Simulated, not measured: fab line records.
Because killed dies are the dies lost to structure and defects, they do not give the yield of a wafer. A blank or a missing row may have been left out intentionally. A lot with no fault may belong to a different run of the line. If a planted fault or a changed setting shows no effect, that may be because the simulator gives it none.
Matching of chambers ; flow n5Finfet ; N5_BEOL_M2_ETCHBACK_99 on rieDiel-04 has 4 sister chambers
The step etches SiO2 in CHF3, target depth 5 nm, time 10.4 s. 8 wafers are shown with their chamber, then 11 later ones without.

== WAFERS PAIRED WITH THEIR CHAMBERS ==
wafer;chamber;drypumpMotorCurrentA (A);rfVppV (V)
L076.6;3;6.5;228
L088.5;0;5.8;242
L088.6;3;6.5;228
L087.3;2;4.9;249
L091.1;2;4.9;250
L091.2;1;6.4;251
L091.4;0;5.7;242
L093.1;1;6.4;252

== WAFERS MISSING THEIR CHAMBER ==
wafer;drypumpMotorCurrentA (A);rfVppV (V)
L093.5;4.9;249
L093.6;6.3;252
L094.2;5.8;242
L094.3;4.9;251
L094.4;4.9;249
L097.1;5.7;244
L097.2;6.4;252
L097.4;6.4;250
L096.2;5.7;244
L096.3;6.3;252
L096.4;5.7;243

== EACH ONE'S CHAMBER ==
wafer;from the rows above;in truth
L093.5;2;2
L093.6;1;1
L094.2;0;0
L094.3;2;2
L094.4;2;2
L097.1;0;0
L097.2;1;1
L097.4;1;1
L096.2;0;0
L096.3;1;1
L096.4;0;0
Correctly placed: 11 of 11. Number that these rows cannot place: 0. Number placed wrongly: 0.
How it was worked out, from the rows above alone: a wafer's distance from a chamber is the root of the sum, over the readings, of the square of ((its reading less the chamber's mean) divided by the reading's scatter). The wafer belongs to the nearest chamber; if the next one is less than 2 further off, it can't be placed. For every chamber, the mean is computed from those of its wafers that are shown. The scatter is the square root of a quotient: the sum, over the shown wafers, of each reading's squared deviation from its chamber's mean, divided by wafers minus chambers.
